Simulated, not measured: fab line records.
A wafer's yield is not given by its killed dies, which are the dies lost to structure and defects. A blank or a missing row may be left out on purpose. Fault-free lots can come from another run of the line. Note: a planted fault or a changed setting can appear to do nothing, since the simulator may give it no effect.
fab line records	flow nandHarc
[record] lots = 15	wafers = 45	lastDay = 24
route steps=1159 shown P_GATE@143
lots that met no fault: from a run of the same line without faults
startH: the number of hours between the record's first day and the start of the first shown wafer of the lot	waitH: hours from the lot's prior step to this one	" as in the row above	L1.1+2: a row that stands for several wafers	- either no value or no given start	* or withheld: withheld	< > ~ a bound
route shown NAME@n: NAME is a module with steps in the file, n the number in the route of the first one	usual: mean/standard deviation of fault-free wafers	same: alike in all rows	chamber/n: place in a boat	sites: the reading at each site	_std_site: standard deviation across them	_edge_site: inner sites' mean taken away from outer sites' mean	radiusMm: how far each site lies from the wafer's centre	mask NAME#n: copy n	behind: the tool/chamber that last shaped the wafer	hold: what put the lot on hold/how long, in hours/how the hold closed	device: whichever transistor did not switch (one of n, p or np)	end of line: the route-end tests of the same wafers	a step given without rows: its recipe and nothing more	killed: count of dies lost to structure and defects at first sort (not the wafer's yield)	map: dies across one wafer; x = killed, . = not, _ = none there
set.NAME: the setting the step ran with; set.NAME@STEP: the setting that earlier step ran with	model.NAME: the simulator's own value behind a step, which no gauge read
route steps across a sampled set of lots; one table per step, one row per wafer
services: a tool's chamber out of use, with start hour (startH, from the record's first day; less than 0 if before it), hours out, and reason
[[steps]]
[step NHARC_P_GATE_INSPECT_28]
[usual] rawDefectCount = 6/3.2
lot.wafer	tool	chamber	startH	waitH	rawDefectCount
L441.2	defectInspect-01	-	102.66	0.0	2
L441.5	"	-	"	"	2
L441.6	"	-	"	"	8
L440.3	defectInspect-02	-	102.83	0.0	7
L440.5	"	-	"	"	6
L440.6	"	-	"	"	9
L443.2	defectInspect-01	-	114.06	0.0	16
L443.3	"	-	"	"	12
L443.4	"	-	"	"	8
L444.2	defectInspect-01	-	130.55	0.0	8
L444.3	"	-	"	"	10
L444.4	"	-	"	"	5
L445.1	defectInspect-02	-	130.74	0.0	3
L445.2	"	-	"	"	5
L445.4	"	-	"	"	9
L450.3	defectInspect-02	-	165.73	0.0	6
L450.4	"	-	"	"	9
L450.6	"	-	"	"	5
L452.2	defectInspect-01	-	166.38	0.0	8
L452.4	"	-	"	"	10
L452.5	"	-	"	"	4
L449.1	defectInspect-01	-	167.05	0.0	1
L449.3	"	-	"	"	4
L449.6	"	-	"	"	3
L453.2	defectInspect-02	-	179.91	0.0	8
L453.3	"	-	"	"	1
L453.4	"	-	"	"	12
L454.3	defectInspect-02	-	179.94	0.0	4
L454.5	"	-	"	"	10
L454.6	"	-	"	"	0
L456.1	defectInspect-02	-	193.05	0.0	7
L456.2	"	-	"	"	5
L456.6	"	-	"	"	5
L455.3	defectInspect-02	-	193.35	0.0	8
L455.4	"	-	"	"	4
L455.5	"	-	"	"	4
L457.3	defectInspect-01	-	198.35	0.0	5
L457.4	"	-	"	"	10
L457.5	"	-	"	"	12
L458.3	defectInspect-01	-	206.54	0.0	2
L458.4	"	-	"	"	2
L458.6	"	-	"	"	8
L461.1	defectInspect-01	-	221.91	0.0	7
L461.3	"	-	"	"	5
L461.4	"	-	"	"	4
[step NHARC_P_GATE_ETCH_104]
[recipe] targetDepthA = 600	timeS = withheld	cf4FlowSccm = 100	chf3FlowSccm = 30	arFlowSccm = 0	rfW = 500	biasW = 200	chemistry = CF4/CHF3
[usual] drypumpMotorCurrentA = 5.9/0.36	oesProductAu = 0.943/0.018	rfVppV = 371.8/2.3	showerheadPlenumPTorr = 1.61/0.064	throttleValvePct = 16.802/0.0089
lot.wafer	tool	chamber	startH	waitH	drypumpMotorCurrentA	oesProductAu	rfVppV	showerheadPlenumPTorr	throttleValvePct
L441.2	rieDiel-05	1	102.83	0.1	5.3	0.912	375.0	1.67	16.786
L441.5	"	3	"	"	5.9	0.919	373.2	1.67	16.788
L441.6	"	1	"	"	5.3	0.915	374.0	1.67	16.804
L440.3	rieDiel-08	1	103.00	0.1	5.6	0.968	366.5	1.49	16.793
L440.5	"	0	"	"	6.2	0.975	372.2	1.65	16.799
L440.6	"	1	"	"	5.6	0.957	369.4	1.49	16.802
L443.2	rieDiel-11	0	114.43	0.1	6.0	0.928	372.5	1.62	16.810
L443.3	"	1	"	"	6.2	0.934	373.7	1.65	16.816
L443.4	"	0	"	"	6.0	0.936	372.6	1.62	16.797
L444.3	rieDiel-05	1	130.72	0.1	5.3	0.972	374.9	1.67	16.800
L444.2	"	2	"	"	6.2	0.972	372.4	1.63	16.807
L444.4	"	2	"	"	6.2	0.964	373.0	1.63	16.817
L445.1	rieDiel-11	3	131.12	0.3	6.5	0.930	367.8	1.49	16.815
L445.4	"	0	"	"	6.0	0.941	372.7	1.62	16.803
L445.2	"	2	"	"	5.8	0.930	370.5	1.58	16.789
L450.4	rieDiel-11	1	166.13	0.2	6.2	0.933	372.6	1.64	16.806
L450.3	"	3	"	"	6.5	0.939	369.3	1.49	16.804
L450.6	"	0	"	"	6.0	0.932	373.6	1.62	16.804
L452.4	rieDiel-11	1	166.94	0.4	6.1	0.931	372.7	1.64	16.803
L452.2	"	3	"	"	6.5	0.928	366.7	1.49	16.792
L452.5	"	1	"	"	6.1	0.932	373.5	1.64	16.789
L449.3	rieDiel-08	3	167.27	0.1	5.5	0.957	370.0	1.53	16.804
L449.1	"	1	"	"	5.6	0.946	367.3	1.49	16.805
L449.6	"	3	"	"	5.4	0.959	370.9	1.53	16.807
L453.4	rieDiel-11	0	180.06	0.1	6.0	0.974	371.9	1.62	16.809
L453.3	"	2	"	"	5.8	0.942	369.8	1.57	16.795
L453.2	"	3	"	"	6.5	0.957	366.7	1.49	16.806
L454.3	rieDiel-05	1	180.12	0.1	5.3	0.944	373.0	1.66	16.796
L454.6	"	3	"	"	5.9	0.947	374.0	1.67	16.803
L454.5	"	1	"	"	5.3	0.945	374.4	1.66	16.802
L456.1	rieDiel-08	1	193.21	0.1	5.6	0.949	365.2	1.49	16.787
L456.2	"	2	"	"	5.4	0.927	375.2	1.69	16.787
L456.6	"	0	"	"	6.2	0.928	372.1	1.64	16.798
L455.3	rieDiel-08	1	193.49	0.1	5.6	0.926	368.2	1.49	16.799
L455.4	"	0	"	"	6.2	0.943	372.0	1.64	16.809
L455.5	"	1	"	"	5.6	0.941	367.9	1.49	16.797
L457.3	rieDiel-05	3	198.51	0.1	5.9	0.919	372.3	1.67	16.789
L457.5	"	3	"	"	5.9	0.923	373.2	1.67	16.801
L457.4	"	1	"	"	5.3	0.924	373.4	1.66	16.799
L458.4	rieDiel-11	2	206.71	0.1	5.8	0.943	370.7	1.57	16.804
L458.3	"	0	"	"	6.0	0.953	370.2	1.62	16.799
L458.6	"	2	"	"	5.8	0.947	371.9	1.57	16.797
L461.3	rieDiel-11	0	222.06	0.1	6.0	0.955	371.7	1.62	16.793
L461.1	"	1	"	"	6.2	0.983	372.1	1.64	16.795
L461.4	"	3	"	"	6.5	0.951	367.5	1.48	16.803
[step NHARC_P_GATE_STRIP_108]
[recipe] o2FlowSccm = 500	arFlowSccm = 0	biasW = 0	chemistry = O2
[usual] drypumpMotorCurrentA = 5.8/0.37	oesProductAu = 0.998/0.008	rfVppV = 58.1/0.89	showerheadPlenumPTorr = 3.63/0.14	throttleValvePct = 17.034/0.0088
lot.wafer	tool	chamber	startH	waitH	drypumpMotorCurrentA	oesProductAu	rfHoursCounterH	rfVppV	showerheadPlenumPTorr	throttleValvePct
L441.2	rieDiel-08	1	103.44	-	5.6	0.998	52	57.3	3.35	17.027
L441.6	"	1	"	"	5.6	0.988	-	58.6	3.35	17.049
L441.5	"	3	"	"	5.5	0.996	-	57.4	3.45	17.037
L440.3	rieDiel-08	3	103.70	-	5.5	0.999	55	58.8	3.45	17.054
L440.5	"	1	"	"	5.6	0.992	-	56.5	3.35	17.031
L440.6	"	3	"	"	5.5	0.988	-	58.3	3.45	17.045
L443.2	rieDiel-11	0	115.40	-	6.0	0.997	34	58.7	3.64	17.036
L443.3	"	1	"	"	6.2	1.005	35	56.7	3.69	17.033
L443.4	"	2	"	"	5.9	0.982	-	57.1	3.54	17.039
L444.3	rieDiel-05	3	131.46	-	5.9	0.996	29	57.4	3.74	17.025
L444.2	"	1	"	"	5.3	1.006	29	58.6	3.73	17.041
L444.4	"	1	"	"	5.3	1.013	-	58.6	3.73	17.033
L445.1	rieDiel-05	1	133.30	-	5.3	0.992	30	58.5	3.73	17.036
L445.2	"	2	"	"	6.2	0.999	31	57.8	3.65	17.033
L445.4	"	2	"	"	6.2	0.990	-	57.7	3.65	17.020
L450.4	rieDiel-08	2	167.18	-	5.3	0.991	14	58.8	3.80	17.035
L450.3	"	0	"	"	6.2	0.986	12	60.1	3.68	17.029
L450.6	"	1	"	"	5.6	0.990	-	57.0	3.34	17.028
L452.2	rieDiel-08	1	167.92	-	5.6	1.005	13	57.0	3.34	17.024
L452.4	"	0	"	"	6.2	1.000	12	58.3	3.68	17.035
L452.5	"	1	"	"	5.6	1.003	-	57.6	3.34	17.043
L449.3	rieDiel-11	2	167.93	-	5.8	0.983	52	57.9	3.53	17.024
L449.1	"	3	"	"	6.5	0.998	41	57.5	3.34	17.041
L449.6	"	0	"	"	6.0	0.982	-	56.8	3.63	17.024
L453.2	rieDiel-05	3	180.76	-	5.9	1.005	2	57.0	3.73	17.042
L453.3	"	1	"	"	5.3	0.995	2	57.8	3.73	17.038
L453.4	"	1	"	"	5.3	0.983	-	57.3	3.73	17.037
L454.3	rieDiel-05	3	181.00	-	5.9	0.989	2	58.6	3.73	17.045
L454.5	"	2	"	"	6.2	1.003	-	57.8	3.64	17.036
L454.6	"	3	"	"	5.9	1.003	-	58.9	3.73	17.036
L456.1	rieDiel-08	0	193.99	-	6.2	0.992	21	57.0	3.67	17.034
L456.2	"	1	"	"	5.6	1.009	22	56.6	3.33	17.021
L456.6	"	2	"	"	5.4	0.997	-	60.3	3.79	17.030
L455.4	rieDiel-08	2	194.30	-	5.4	0.984	24	59.2	3.79	17.041
L455.3	"	1	"	"	5.6	1.001	22	56.8	3.33	17.037
L455.5	"	2	"	"	5.3	0.993	-	57.9	3.79	17.033
L457.4	rieDiel-11	2	199.10	-	5.9	0.988	0	57.1	3.53	17.036
L457.3	"	3	"	"	6.5	1.005	0	57.0	3.33	17.029
L457.5	"	3	"	"	6.5	1.001	-	56.2	3.33	17.027
L458.3	rieDiel-05	1	207.47	-	5.3	0.998	8	57.5	3.72	17.022
L458.4	"	3	"	"	5.9	1.001	-	58.5	3.73	17.043
L458.6	"	2	"	"	6.2	1.010	-	59.4	3.64	17.055
L461.1	rieDiel-05	0	222.61	-	6.3	1.007	0	58.2	3.69	17.040
L461.3	"	1	"	"	5.3	1.003	10	59.1	3.72	17.036
L461.4	"	2	"	"	6.2	1.006	11	58.0	3.64	17.035
[step NHARC_P_GATE_PEB_44]
[recipe] pebTempC = 118	pebTimeS = 85
[usual] chillPlateTempC = 23.01/0.095	exhaustPa = 45.0/0.98
lot.wafer	tool	chamber	startH	waitH	chillPlateTempC	exhaustPa
L441.2	lithoTrack-03	0	114.63	0.1	23.12	41.8
L441.5	"	0	"	"	23.13	44.5
L441.6	"	0	"	"	23.01	45.1
L440.3	lithoTrack-03	0	114.79	0.1	23.18	45.4
L440.5	"	0	"	"	23.13	45.6
L440.6	"	0	"	"	23.01	45.3
L443.2	lithoTrack-03	0	126.92	0.1	23.03	46.4
L443.3	"	0	"	"	22.97	44.8
L443.4	"	0	"	"	23.03	44.3
L444.2	lithoTrack-03	0	142.74	0.1	23.02	43.5
L444.3	"	0	"	"	23.17	44.6
L444.4	"	0	"	"	23.07	44.5
L445.1	lithoTrack-02	0	144.40	0.1	22.83	45.2
L445.2	"	0	"	"	22.95	44.0
L445.4	"	0	"	"	22.81	42.2
L450.3	lithoTrack-05	-	178.11	0.1	-	-
L450.4	"	-	"	"	-	-
L450.6	"	-	"	"	-	-
L449.1	lithoTrack-03	-	178.99	0.1	-	-
L449.3	"	-	"	"	-	-
L449.6	"	-	"	"	-	-
L452.2	lithoTrack-05	-	179.16	0.1	-	-
L452.4	"	-	"	"	-	-
L452.5	"	-	"	"	-	-
L453.2	lithoTrack-03	0	191.82	0.1	22.91	44.5
L453.3	"	0	"	"	23.00	46.1
L453.4	"	0	"	"	22.93	44.2
L454.3	lithoTrack-03	0	192.35	0.1	23.16	43.8
L454.5	"	0	"	"	23.16	43.9
L454.6	"	0	"	"	22.95	44.1
L456.1	lithoTrack-05	0	205.25	0.1	22.90	45.3
L456.2	"	0	"	"	23.05	45.9
L456.6	"	0	"	"	23.18	44.2
L455.3	lithoTrack-03	0	205.54	0.1	22.80	44.6
L455.4	"	0	"	"	22.89	45.4
L455.5	"	0	"	"	22.90	45.4
L457.3	lithoTrack-05	0	210.11	0.1	22.99	46.1
L457.4	"	0	"	"	23.01	45.8
L457.5	"	0	"	"	22.89	45.4
L458.3	lithoTrack-03	0	220.72	0.1	23.08	45.5
L458.4	"	0	"	"	23.16	46.0
L458.6	"	0	"	"	23.14	45.7
L461.1	lithoTrack-03	0	233.72	0.1	23.07	44.8
L461.3	"	0	"	"	23.00	45.0
L461.4	"	0	"	"	23.04	45.1
[[services]]
tool	chamber	startH	hours	kind
rieDiel-08	0	79.84	-	clean
rieDiel-08	1	79.84	-	clean
rieDiel-08	2	79.84	-	clean
rieDiel-08	3	79.84	-	clean
rieDiel-08	2	84.19	23.7	repair
rieDiel-05	0	94.32	-	clean
rieDiel-05	1	94.32	-	clean
rieDiel-05	2	94.32	-	clean
rieDiel-05	3	94.32	-	clean
rieDiel-11	0	96.41	-	clean
rieDiel-11	1	96.41	-	clean
rieDiel-11	2	96.41	-	clean
rieDiel-11	3	96.41	-	clean
rieDiel-11	3	101.11	6.2	repair
rieDiel-11	3	108.18	16.1	repair
rieDiel-08	-	124.80	9.0	pm
rieDiel-11	1	144.97	3.7	repair
rieDiel-05	-	163.62	9.0	pm
lithoTrack-02	-	165.00	7.0	pm
rieDiel-05	-	177.75	0.4	repair
rieDiel-11	-	189.50	9.0	pm
rieDiel-08	-	190.55	2.4	repair
lithoTrack-03	-	213.00	7.0	pm
rieDiel-08	0	229.99	1.4	repair
[[key]]
[firstSign] step = NHARC_P_GATE_PEB_44	reading = toolRecord	direction = missing
effect none on later readings
metAt NHARC_P_GATE_PEB_44
struckLots L449,L450,L452
laterRowsLeftOut L449.1,L449.3,L449.6,L450.3,L450.4,L450.6,L452.2,L452.4,L452.5
sortLeftOut L449.1,L449.3,L449.6,L450.3,L450.4,L450.6,L452.2,L452.4,L452.5
testerLeftOut L449,L450,L452
notActingAt NHARC_P_GATE_INSPECT_28,NHARC_P_GATE_ETCH_104,NHARC_P_GATE_STRIP_108
onsetBetween 142.74 178.11
[fault] kind = skippedStepWhole	tool = lithoTrack-03,lithoTrack-05	chamber = -	onsetH = 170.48	steps = NHARC_P_GATE_PEB_44	scope = struckLotsOnly
// testerLeftOut: of these lots the tester's yield and bins aren't shown, on N5 and GAA mostly nor the transistor test; their killed dies are dies lost to structure and defects alone, not to doping, threshold or leakage, so they don't give the yield
// sortLeftOut: the simulated sort isn't trusted on such a fault, so these wafers' sort isn't shown, and their yield isn't known
// laterRowsLeftOut: the simulator's readings of these wafers behind a module that went badly wrong aren't trusted and aren't shown, but for the sort
